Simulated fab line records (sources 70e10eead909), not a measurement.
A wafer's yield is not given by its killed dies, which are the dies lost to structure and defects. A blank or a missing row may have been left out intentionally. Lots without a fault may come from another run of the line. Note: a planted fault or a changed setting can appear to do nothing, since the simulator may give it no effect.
fab line records	flow nandHarc	part 1 of 2: steps 1 to 29 of 37
record: lots: 5	wafers: 15	lastDay: 32
route steps=1302 shown P_GATE@119
lots that met no fault: from a run of the same line without faults
startH: start of the lot's first displayed wafer, in hours after the record's first day	waitH: time in hours since the lot's previous step	" unchanged from the row above	L1.1+2: one row covering several wafers at once	- value missing, or start not given	* or withheld: withheld	< > ~ a bound
route shown NAME@n: names a module that has steps shown in the file, with the first one's number in the route	usual: mean and standard deviation over wafers with no fault	same: alike in all rows	chamber/n: place in a boat	sites: the reading at each site	_std_site: how widely they spread, as a standard deviation	_edge_site: mean of outer sites minus mean of inner sites	radiusMm: for every site, how far away it sits from the centre of the wafer	mask NAME#n: copy n	behind: the most recent tool/chamber to have shaped the wafer	hold: the reason the lot was held/the length of the hold in hours/how it ended	device: the transistor (n, p or np) that didn't switch	end of line: tests of these same wafers at the route's end	step lacking rows: just its recipe	killed: the dies lost at the first sort to structure and to defects; this is not the yield of the wafer	map: per-die view of a wafer (x killed, . not killed, _ where there is no die)
set.NAME: setting as actually run; set.NAME@STEP: the setting as run at that earlier step	model.NAME: the simulator's own value behind a step, which no gauge read
lots seen at some steps along the route; tables by step, rows by wafer
services: from which hour (startH, from the record's first day; less than 0 if before it) a tool's chamber was out of use, for how many hours, and why
== steps ==
step: NHARC_P_GATE_EXPOSE_08
recipe: na: 0.6	doseMj: 16.75	maskId: P_HV
lot.wafer	tool	chamber	startH	waitH	mask
L079.1+2+3	krfScanner-03	0	129.32	-	P_HV#0
L082.2+5+6	krfScanner-03	0	164.90	-	P_HV#0
L083.1+5+6	krfScanner-02	0	172.48	-	P_HV#0
L085.3+4+5	krfScanner-01	0	190.51	-	P_HV#0
L094.1+3+6	krfScanner-01	0	284.49	-	P_HV#0
step: NHARC_P_GATE_PEB_09
recipe: pebTempC: 118	pebTimeS: 85
lot.wafer	tool	chamber	startH	waitH
L079.1+2+3	lithoTrack-07	0	129.39	0.1
L082.2+5+6	lithoTrack-05	0	164.96	0.1
L083.1+5+6	lithoTrack-02	0	172.55	0.1
L085.3+4+5	lithoTrack-07	0	190.57	0.1
L094.1+3+6	lithoTrack-02	0	284.56	0.1
step: NHARC_P_GATE_DEVELOP_10
recipe: timeS: 70
lot.wafer	tool	chamber	startH	waitH
L079.1+2+3	lithoTrack-07	0	-	-
L082.2+5+6	lithoTrack-05	0	-	-
L083.1+5+6	lithoTrack-02	0	-	-
L085.3+4+5	lithoTrack-07	0	-	-
L094.1+3+6	lithoTrack-02	0	-	-
step: NHARC_P_GATE_CD_MEAS_11
recipe: targetCdNm: 1640	landingEnergyEv: 500
usual: cdNm: 1639.3/1.6
same: landingEnergyEv: 500
lot.wafer	tool	chamber	startH	waitH	cdNm
L079.1	cdSem-02	0	129.48	-	1641.0
L079.2	"	0	"	"	1642.7
L079.3	"	0	"	"	1640.6
L082.2	cdSem-03	0	165.05	-	1639.6
L082.5	"	0	"	"	1638.3
L082.6	"	0	"	"	1639.9
L083.1	cdSem-01	0	172.64	-	1638.7
L083.5	"	0	"	"	1638.6
L083.6	"	0	"	"	1638.6
L085.3	cdSem-01	0	190.67	-	1639.2
L085.4	"	0	"	"	1640.5
L085.5	"	0	"	"	1640.3
L094.1	cdSem-02	0	284.65	-	1637.1
L094.3	"	0	"	"	1638.5
L094.6	"	0	"	"	1637.7
step: NHARC_P_GATE_HARDBAKE_12
recipe: tempC: 125	timeS: 80
lot.wafer	tool	chamber	startH	waitH
L079.1+2+3	lithoTrack-07	0	129.56	-
L082.2+5+6	lithoTrack-02	0	165.13	-
L083.1+5+6	lithoTrack-07	0	172.72	-
L085.3+4+5	lithoTrack-05	0	190.75	-
L094.1+3+6	lithoTrack-07	0	284.73	-
step: NHARC_P_GATE_DESCUM_13
recipe: timeS: 3	o2FlowSccm: 200	arFlowSccm: 0	biasPowerW: 0	chemistry: O2
usual: chamberPressureMTorr: 59.99/0.053	drypumpMotorCurrentA: 5.8/0.39	oesProductAu: 0.999/0.012	rfVppV: 57.8/0.84	showerheadPlenumPTorr: 1.92/0.084	throttleValvePct: 11.310/0.0089
lot.wafer	tool	chamber	startH	waitH	chamberPressureMTorr	drypumpMotorCurrentA	oesProductAu	rfHoursCounterH	rfVppV	showerheadPlenumPTorr	throttleValvePct
L079.2	rieDiel-01	2	129.64	-	59.96	6.0	0.994	7.2	58.2	2.01	11.325
L079.1	"	0	"	"	60.06	5.2	1.013	6.9	57.8	1.87	11.324
L079.3	"	1	"	"	60.05	5.3	1.011	4.4	57.9	1.84	11.312
L082.2	rieDiel-10	1	165.24	-	60.01	5.5	1.024	6.6	58.6	2.01	11.300
L082.6	"	2	"	"	60.03	5.4	0.994	-	58.0	1.90	11.307
L082.5	"	3	"	"	59.95	5.6	1.018	-	57.5	1.81	11.319
L083.1	rieDiel-10	3	172.82	-	59.99	5.6	1.006	7.3	56.3	1.81	11.299
L083.5	"	1	"	"	60.04	5.5	1.015	-	58.0	2.01	11.307
L083.6	"	2	"	"	59.94	5.4	0.983	-	57.5	1.90	11.318
L085.3	rieDiel-09	1	190.82	-	60.05	6.0	1.010	2.4	57.3	1.90	11.303
L085.4	"	2	"	"	59.93	6.4	0.979	1.4	56.7	1.81	11.316
L085.5	"	2	"	"	60.01	6.4	0.987	-	56.5	1.81	11.318
L094.3	rieDiel-09	3	284.83	-	59.97	5.5	1.000	7.2	57.8	1.93	11.301
L094.1	"	1	"	"	59.98	6.0	1.009	8.6	58.7	1.90	11.317
L094.6	"	2	"	"	60.04	6.4	0.978	-	57.3	1.81	11.303
step: NHARC_P_GATE_ETCH_14
recipe: targetDepthA: 488	chemistry: dHF	material: SiO2
lot.wafer	tool	chamber	startH	waitH
L079.1+2+3	wetBench-07	1,4,5	129.78	0.1
L082.2+6+5	wetBench-01	7,0,1	165.36	0.1
L083.5+6+1	wetBench-01	3,4,5	172.94	0.1
L085.5+4+3	wetBench-07	1,2,4	190.96	0.1
L094.1+6+3	wetBench-05	6,2,3	284.95	0.1
step: NHARC_P_GATE_STRIP_15
recipe: timeS: 780	tempC: 130	chemistry: SPM
lot.wafer	tool	chamber	startH	waitH
L079.1+2+3	wetBench-07	1,4,5	129.82	0.0
L082.2+6+5	wetBench-01	7,0,1	165.41	0.0
L083.5+6+1	wetBench-01	3,4,5	172.98	0.0
L085.5+4+3	wetBench-07	1,2,4	191.00	0.0
L094.1+6+3	wetBench-05	6,2,3	284.99	0.0
step: NHARC_P_GATE_PRECLEAN_71
recipe: timeS: *	tempC: 50	bathAgeMin: 0	chemistry: SC1
lot.wafer	tool	chamber	startH	waitH
L079.1+2+3	wetBench-07	1,4,5	-	-
L082.2+6+5	wetBench-01	7,0,1	-	-
L083.5+6+1	wetBench-01	3,4,5	-	-
L085.5+4+3	wetBench-07	1,2,4	-	-
L094.1+6+3	wetBench-05	6,2,3	-	-
step: NHARC_P_GATE_SRD_72
lot.wafer	tool	chamber	startH	waitH
L079.1+2+3	wetBench-07	1,4,5	-	-
L082.2+6+5	wetBench-01	7,0,1	-	-
L083.5+6+1	wetBench-01	3,4,5	-	-
L085.5+4+3	wetBench-07	1,2,4	-	-
L094.1+6+3	wetBench-05	6,2,3	-	-
step: NHARC_P_GATE_OXIDE_16
recipe: targetThkA: 30	tempC: 875	oxTimeS: 392	material: SiO2
usual: spikeTcBottomC: 892/3
lot.wafer	tool	chamber	startH	waitH	spikeTcBottomC
L079.1	furnace-06	0	133.25	-	889
L079.2	"	0	"	"	889
L079.3	"	0	"	"	890
L082.2	furnace-05	0	169.18	-	889
L082.5	"	0	"	"	890
L082.6	"	0	"	"	891
L083.1	furnace-05	0	177.14	-	890
L083.5	"	0	"	"	890
L083.6	"	0	"	"	892
L085.3	furnace-06	0	194.43	-	891
L085.4	"	0	"	"	889
L085.5	"	0	"	"	887
L094.1	furnace-08	0	288.55	-	894
L094.3	"	0	"	"	897
L094.6	"	0	"	"	897
step: NHARC_P_GATE_CVD_17
recipe: targetThkA: 1500	tempC: 620	timeS: 900	material: poly-Si
usual: spikeTcBottomC: 640/3.5
lot.wafer	tool	chamber	startH	waitH	spikeTcBottomC
L079.1	lpcvdPoly-01	0	139.41	2.6	634
L079.2	"	0	"	"	639
L079.3	"	0	"	"	635
L082.2	lpcvdPoly-04	0	175.40	2.7	643
L082.5	"	0	"	"	644
L082.6	"	0	"	"	647
L083.1	lpcvdPoly-02	0	183.18	2.5	642
L083.5	"	0	"	"	640
L083.6	"	0	"	"	642
L085.3	lpcvdPoly-04	0	200.66	2.7	645
L085.4	"	0	"	"	644
L085.5	"	0	"	"	645
L094.1	lpcvdPoly-02	0	294.63	2.5	642
L094.3	"	0	"	"	640
L094.6	"	0	"	"	641
step: NHARC_P_GATE_HM_DEP_102
recipe: targetThkA: 1200	tempC: 400	material: aC
usual: susceptorTempC: 400.00/0.25	throttleValvePct: 35.000/0.0098
lot.wafer	tool	chamber	startH	waitH	susceptorTempC	throttleValvePct
L079.1	aclDep-01	0	142.08	0.4	-	34.990
L079.2	"	0	"	"	-	34.995
L079.3	"	0	"	"	-	34.999
L082.2	aclDep-01	0	178.11	0.5	-	35.010
L082.5	"	0	"	"	-	34.998
L082.6	"	0	"	"	-	34.995
L083.1	aclDep-02	0	187.42	2.0	399.84	34.988
L083.5	"	0	"	"	400.25	34.998
L083.6	"	0	"	"	400.03	34.989
L085.3	aclDep-02	0	203.49	0.6	-	35.003
L085.4	"	0	"	"	-	35.016
L085.5	"	0	"	"	-	34.999
L094.1	aclDep-02	0	301.83	5.0	400.53	35.002
L094.3	"	0	"	"	400.26	35.002
L094.6	"	0	"	"	400.25	34.992
step: NHARC_P_GATE_DEP_103
recipe: targetThkA: 300	targetThkNm: 30	tempC: 400	flowSccm: 200	rfW: 350	material: SiON
usual: heaterPowerW: 740/82	susceptorTempC: 400.01/0.24
lot.wafer	tool	chamber	startH	waitH	heaterPowerW	susceptorTempC
L079.3	pecvd-02	2	142.74	0.3	714	399.82
L079.1	"	0	"	"	602	399.98
L079.2	"	1	"	"	833	400.03
L082.2	pecvd-02	1	178.75	0.5	828	400.14
L082.6	"	2	"	"	603	400.62
L082.5	"	0	"	"	703	399.58
L083.1	pecvd-01	2	188.65	1.1	723	400.00
L083.6	"	1	"	"	604	400.26
L083.5	"	2	"	"	727	399.83
L085.3	pecvd-01	1	203.99	0.4	660	400.14
L085.4	"	2	"	"	665	400.13
L085.5	"	1	"	"	661	399.99
L094.3	pecvd-01	0	302.49	0.3	861	399.99
L094.1	"	2	"	"	807	399.97
L094.6	"	1	"	"	652	400.00
step: NHARC_P_GATE_DEHYDRATE_18
recipe: tempC: 150	timeS: 120
lot.wafer	tool	chamber	startH	waitH
L079.1+2+3	lithoTrack-06	0	143.01	0.2
L082.2+5+6	lithoTrack-06	0	178.96	0.2
L083.1+5+6	lithoTrack-06	0	188.86	0.2
L085.3+4+5	lithoTrack-06	0	204.21	0.2
L094.1+3+6	lithoTrack-01	0	302.76	0.2
step: NHARC_P_GATE_HMDS_19
recipe: timeS: 30
lot.wafer	tool	chamber	startH	waitH
L079.1+2+3	lithoTrack-06	0	-	-
L082.2+5+6	lithoTrack-06	0	-	-
L083.1+5+6	lithoTrack-06	0	-	-
L085.3+4+5	lithoTrack-06	0	-	-
L094.1+3+6	lithoTrack-01	0	-	-
step: NHARC_P_GATE_COAT_20
recipe: spinRpm: 1500	resistThkNm: 90
lot.wafer	tool	chamber	startH	waitH
L079.1+2+3	lithoTrack-06	0	-	-
L082.2+5+6	lithoTrack-06	0	-	-
L083.1+5+6	lithoTrack-06	0	-	-
L085.3+4+5	lithoTrack-06	0	-	-
L094.1+3+6	lithoTrack-01	0	-	-
step: NHARC_P_GATE_SOFTBAKE_21
recipe: tempC: 105	timeS: 55
lot.wafer	tool	chamber	startH	waitH
L079.1+2+3	lithoTrack-06	0	-	-
L082.2+5+6	lithoTrack-06	0	-	-
L083.1+5+6	lithoTrack-06	0	-	-
L085.3+4+5	lithoTrack-06	0	-	-
L094.1+3+6	lithoTrack-01	0	-	-
step: NHARC_P_GATE_EBR_22
lot.wafer	tool	chamber	startH	waitH
L079.1+2+3	lithoTrack-06	0	-	-
L082.2+5+6	lithoTrack-06	0	-	-
L083.1+5+6	lithoTrack-06	0	-	-
L085.3+4+5	lithoTrack-06	0	-	-
L094.1+3+6	lithoTrack-01	0	-	-
step: NHARC_P_GATE_EXPOSE_23
recipe: na: 1.35	targetCdNm: 120	doseMj: 93.91	maskId: P_GATE
lot.wafer	tool	chamber	startH	waitH	mask
L079.1+2+3	arfiScanner-01	0	143.15	-	P_GATE#0
L082.2+5+6	arfiScanner-01	0	179.23	-	P_GATE#0
L083.1+5+6	arfiScanner-01	0	189.00	-	P_GATE#0
L085.3+4+5	arfiScanner-02	0	204.48	-	P_GATE#0
L094.1+3+6	arfiScanner-03	0	303.03	-	P_GATE#0
step: NHARC_P_GATE_PEB_24
recipe: pebTempC: 100	pebTimeS: 65
lot.wafer	tool	chamber	startH	waitH
L079.1+2+3	lithoTrack-04	0	143.21	0.1
L082.2+5+6	lithoTrack-04	0	179.29	0.1
L083.1+5+6	lithoTrack-01	0	189.06	0.1
L085.3+4+5	lithoTrack-01	0	204.54	0.0
L094.1+3+6	lithoTrack-04	0	303.09	0.1
step: NHARC_P_GATE_DEVELOP_25
recipe: developTimeS: 35	devTempC: 23
usual: developerTempC: 22.99/0.1
lot.wafer	tool	chamber	startH	waitH	developerTempC
L079.1	lithoTrack-04	0	-	-	23.00
L079.2	"	0	"	"	22.92
L079.3	"	0	"	"	23.06
L082.2	lithoTrack-04	0	-	-	22.88
L082.5	"	0	"	"	23.08
L082.6	"	0	"	"	23.00
L083.1	lithoTrack-01	0	-	-	22.78
L083.5	"	0	"	"	22.98
L083.6	"	0	"	"	22.84
L085.3	lithoTrack-01	0	-	-	23.04
L085.4	"	0	"	"	23.12
L085.5	"	0	"	"	22.80
L094.1	lithoTrack-04	0	-	-	23.07
L094.3	"	0	"	"	23.05
L094.6	"	0	"	"	22.95
step: NHARC_P_GATE_CD_MEAS_26
recipe: targetCdNm: 120	landingEnergyEv: 500
usual: cdNm: 119.8/0.56
same: landingEnergyEv: 500
lot.wafer	tool	chamber	startH	waitH	cdNm
L079.1	cdSem-01	0	143.29	-	119.8
L079.2	"	0	"	"	120.5
L079.3	"	0	"	"	118.8
L082.2	cdSem-01	0	179.37	-	120.1
L082.5	"	0	"	"	118.9
L082.6	"	0	"	"	119.5
L083.1	cdSem-01	0	189.14	-	119.3
L083.5	"	0	"	"	119.2
L083.6	"	0	"	"	119.7
L085.3	cdSem-01	0	204.62	-	120.0
L085.4	"	0	"	"	119.4
L085.5	"	0	"	"	119.7
L094.1	cdSem-02	0	303.17	-	119.5
L094.3	"	0	"	"	118.0
L094.6	"	0	"	"	119.7
step: NHARC_P_GATE_OVL_MEAS_27
usual: overlayXNm: 0.3/1.2	overlayYNm: 0.0/0.85
lot.wafer	tool	chamber	startH	waitH	overlayXNm	overlayYNm
L079.1	overlay-02	-	143.38	-	0.5	0.3
L079.2	"	-	"	"	0.8	0.1
L079.3	"	-	"	"	-0.1	0.1
L082.2	overlay-01	-	179.46	-	-2.5	-0.5
L082.5	"	-	"	"	-3.5	-0.2
L082.6	"	-	"	"	-3.2	-1.1
L083.1	overlay-02	-	189.23	-	2.0	-0.3
L083.5	"	-	"	"	2.3	0.0
L083.6	"	-	"	"	2.0	0.0
L085.3	overlay-02	-	204.70	-	1.0	1.0
L085.4	"	-	"	"	1.4	1.6
L085.5	"	-	"	"	1.3	1.4
L094.1	overlay-02	-	303.26	-	1.1	-1.7
L094.3	"	-	"	"	0.7	-2.2
L094.6	"	-	"	"	1.0	-1.8
step: NHARC_P_GATE_INSPECT_28
usual: rawDefectCount: 6.2/3
lot.wafer	tool	chamber	startH	waitH	rawDefectCount
L079.1	defectInspect-02	-	143.41	0.0	4
L079.2	"	-	"	"	8
L079.3	"	-	"	"	4
L082.2	defectInspect-02	-	179.49	0.0	17
L082.5	"	-	"	"	13
L082.6	"	-	"	"	10
L083.1	defectInspect-01	-	189.27	0.0	8
L083.5	"	-	"	"	6
L083.6	"	-	"	"	7
L085.3	defectInspect-02	-	204.74	0.0	10
L085.4	"	-	"	"	6
L085.5	"	-	"	"	7
L094.1	defectInspect-01	-	303.29	0.0	13
L094.3	"	-	"	"	6
L094.6	"	-	"	"	9
step: NHARC_P_GATE_DESCUM_31
recipe: timeS: 3	o2FlowSccm: 200	arFlowSccm: 0	biasPowerW: 0	chemistry: O2
usual: chamberPressureMTorr: 59.99/0.055	drypumpMotorCurrentA: 5.8/0.35	oesProductAu: 1.000/0.012	rfVppV: 57.9/0.91	showerheadPlenumPTorr: 1.93/0.087	throttleValvePct: 11.312/0.0087
lot.wafer	tool	chamber	startH	waitH	chamberPressureMTorr	drypumpMotorCurrentA	oesProductAu	rfHoursCounterH	rfVppV	showerheadPlenumPTorr	throttleValvePct
L079.1	rieDiel-10	2	143.48	0.1	59.97	5.4	0.985	4.0	57.8	1.90	11.311
L079.2	"	0	"	"	59.99	6.0	1.018	5.3	57.8	2.03	11.304
L079.3	"	1	"	"	59.99	5.5	1.011	5.3	58.7	2.01	11.308
L082.2	rieDiel-10	3	179.58	0.1	60.05	5.6	1.009	7.3	57.5	1.81	11.323
L082.5	"	0	"	"	59.99	6.0	1.021	-	56.7	2.03	11.324
L082.6	"	1	"	"	59.96	5.5	1.018	-	59.4	2.01	11.327
L083.1	rieDiel-10	3	189.34	0.1	59.96	5.6	1.012	7.6	55.8	1.81	11.305
L083.5	"	2	"	"	60.02	5.4	0.988	-	57.3	1.90	11.324
L083.6	"	3	"	"	60.02	5.6	1.015	-	56.7	1.81	11.302
L085.3	rieDiel-10	3	204.80	0.1	59.96	5.6	1.012	8.0	58.0	1.81	11.292
L085.4	"	2	"	"	59.94	5.4	0.994	6.7	58.5	1.90	11.299
L085.5	"	3	"	"	60.13	5.6	1.000	-	57.8	1.81	11.302
L094.1	rieDiel-10	0	303.36	0.1	59.93	6.0	0.992	3.3	58.9	2.02	11.316
L094.3	"	2	"	"	59.90	5.4	0.993	3.9	57.0	1.89	11.307
L094.6	"	0	"	"	59.93	6.0	1.000	-	59.4	2.02	11.310
step: NHARC_P_GATE_ETCH_104
recipe: targetDepthA: 600	timeS: withheld	cf4FlowSccm: 100	chf3FlowSccm: 30	arFlowSccm: 0	rfW: 500	biasW: 200	chemistry: CF4/CHF3
usual: chamberPressureMTorr: 25.01/0.034	drypumpMotorCurrentA: 5.8/0.36	oesProductAu: 0.945/0.023	rfVppV: 370.8/2.4	showerheadPlenumPTorr: 1.58/0.066	throttleValvePct: 16.802/0.0097
lot.wafer	tool	chamber	startH	waitH	chamberPressureMTorr	drypumpMotorCurrentA	oesProductAu	rfVppV	showerheadPlenumPTorr	throttleValvePct
L079.2	rieDiel-10	2	143.56	0.1	25.04	5.4	0.955	369.8	1.56	16.797
L079.1	"	3	"	"	25.00	5.6	0.967	369.1	1.50	16.790
L079.3	"	1	"	"	25.06	5.4	0.985	374.1	1.65	16.803
L082.2	rieDiel-10	2	179.64	0.1	25.02	5.4	0.916	370.0	1.56	16.789
L082.6	"	2	"	"	24.99	5.4	0.917	368.5	1.56	16.799
L082.5	"	3	"	"	25.04	5.6	0.933	367.2	1.50	16.813
L083.1	rieDiel-10	1	189.42	0.1	25.00	5.5	0.937	372.7	1.65	16.806
L083.6	"	3	"	"	25.03	5.6	0.923	367.8	1.49	16.785
L083.5	"	0	"	"	24.98	6.0	0.934	373.6	1.66	16.817
L085.3	rieDiel-10	0	204.89	0.1	24.96	6.0	0.977	373.2	1.66	16.787
L085.4	"	1	"	"	25.03	5.5	0.985	374.1	1.65	16.797
L085.5	"	0	"	"	25.04	6.0	0.967	373.3	1.66	16.808
L094.1	rieDiel-10	2	303.44	0.1	24.98	5.4	0.931	369.6	1.56	16.807
L094.3	"	3	"	"	25.03	5.6	0.937	368.2	1.49	16.790
L094.6	"	1	"	"	25.00	5.5	0.947	374.5	1.65	16.805
step: NHARC_P_GATE_HM_OPEN_105
recipe: targetDepthA: 3600	o2FlowSccm: 400	cosFlowSccm: 20	arFlowSccm: 0	rfW: 500	biasW: 300	chemistry: O2/COS
usual: chamberPressureMTorr: 20.001/0.018	cosFlowSccm: 20.00/0.059	drypumpMotorCurrentA: 5.8/0.36	oesProductAu: 1.000/0.012	rfVppV: 467.8/3	showerheadPlenumPTorr: 3.15/0.13	throttleValvePct: 28.331/0.0085
lot.wafer	tool	chamber	startH	waitH	chamberPressureMTorr	cosFlowSccm	drypumpMotorCurrentA	oesProductAu	rfHoursCounterH	rfVppV	showerheadPlenumPTorr	throttleValvePct
L079.2	rieDiel-10	1	-	-	20.010	19.98	5.5	1.004	5.3	470.2	3.28	28.326
L079.3	"	2	"	"	20.025	20.03	5.4	0.992	4.0	467.6	3.10	28.330
L079.1	"	0	"	"	19.992	20.04	6.0	1.013	5.3	470.8	3.30	28.326
L082.2	rieDiel-10	1	-	-	19.985	20.09	5.5	1.012	7.0	469.5	3.27	28.340
L082.5	"	1	"	"	20.004	20.04	5.5	1.014	-	471.4	3.27	28.315
L082.6	"	2	"	"	20.025	20.05	5.4	0.993	-	466.0	3.10	28.336
L083.1	rieDiel-10	3	-	-	20.001	20.04	5.6	1.006	7.7	464.8	2.97	28.322
L083.5	"	0	"	"	20.012	20.01	6.0	1.016	-	471.9	3.30	28.326
L083.6	"	1	"	"	20.006	20.03	5.4	1.014	-	470.4	3.27	28.331
L085.4	rieDiel-10	3	-	-	19.967	19.99	5.6	1.004	8.0	462.8	2.97	28.330
L085.3	"	2	"	"	19.987	19.94	5.4	0.993	6.7	467.1	3.10	28.333
L085.5	"	3	"	"	19.999	20.00	5.7	1.005	-	462.4	2.97	28.324
L094.1	rieDiel-10	0	-	-	19.974	20.06	6.0	1.008	3.4	470.6	3.29	28.302
L094.3	"	3	"	"	19.994	19.96	5.6	1.014	4.2	464.6	2.96	28.335
L094.6	"	1	"	"	20.021	20.02	5.5	1.028	-	470.0	3.27	28.335
step: NHARC_P_GATE_STRIP_106
recipe: o2FlowSccm: 400	cosFlowSccm: 20	arFlowSccm: 0	biasW: 0	chemistry: O2/COS
lot.wafer	tool	chamber	startH	waitH
L079.2+1+3	rieDiel-10	3,0,2	-	-
L082.2+5+6	rieDiel-10	0,0,1	-	-
L083.1+6+5	rieDiel-10	3,0,1	-	-
L085.3+4+5	rieDiel-10	0,2,3	-	-
L094.3+1+6	rieDiel-10	2,3,2	-	-
